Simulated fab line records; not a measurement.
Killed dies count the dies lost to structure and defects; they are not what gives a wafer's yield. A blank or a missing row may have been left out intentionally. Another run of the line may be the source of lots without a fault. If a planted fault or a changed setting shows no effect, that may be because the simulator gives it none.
Matching of chambers ; flow n5_finfet ; 4 sister chambers for N5_FIN_CUT_DESCUM_13 on rie_diel-06
The step chemistry O2, time 7 s. 14 wafers are shown with their chamber, then 7 later ones without.

== EACH WAFER AND ITS CHAMBER ==
wafer;chamber;throttle_valve_pct (%);rf_vpp_V (V);oes_product_au (a.u.)
L077.1;2;20.23;246.4;0.80
L077.3;3;20.67;241.9;0.89
L077.6;0;20.46;244.1;0.69
L078.3;2;20.24;245.0;0.79
L078.4;3;20.67;242.1;0.89
L078.5;1;20.43;243.4;0.70
L079.3;1;20.43;241.4;0.70
L079.4;2;20.22;245.3;0.78
L079.6;3;20.70;243.1;0.89
L082.1;3;20.69;241.5;0.88
L082.2;1;20.42;242.4;0.70
L082.4;1;20.43;241.5;0.70
L084.1;0;20.10;243.5;0.98
L084.2;1;20.46;240.5;0.69

SIGNATURES (means of the wafers above)
reading;chamber 0;chamber 1;chamber 2;chamber 3;scatter within a chamber
throttle_valve_pct;20.2800;20.4340;20.2300;20.6825;0.0816
rf_vpp_V;243.800;241.840;245.567;242.150;0.867
oes_product_au;0.8350;0.6980;0.7900;0.8875;0.0651
Rule: for a wafer and a chamber, the distance is found by dividing, reading by reading, the gap between the wafer's reading and the chamber's mean by the reading's scatter, squaring, summing and taking the root. The wafer belongs to the nearest chamber; if the next one is less than 2 further off, it can't be placed. The scatter: take each reading less its chamber's mean, square it, sum over the shown wafers, divide by the number of wafers less the number of chambers, and take the root.

== WAFERS WHOSE CHAMBER IS MISSING ==
wafer;throttle_valve_pct (%);rf_vpp_V (V);oes_product_au (a.u.)
L084.6;20.11;244.7;0.98
L088.2;20.46;242.3;0.69
L088.3;20.72;241.1;0.87
L088.5;20.46;241.1;0.69
L090.1;20.12;243.8;0.95
L090.4;20.46;241.4;0.69
L090.5;20.27;243.9;0.77

== WHICH CHAMBER EACH WENT THROUGH ==
wafer;from the rows above;in truth
L084.6;can't be placed: 0 or 2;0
L088.2;1;1
L088.3;3;3
L088.5;1;1
L090.1;can't be placed: 0 or 2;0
L090.4;1;1
L090.5;can't be placed: 0 or 2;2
Correct placement for 4 of the 7. Not placeable from these rows: 3 (in 3, the candidates include the true chamber). Wrongly placed: 0.
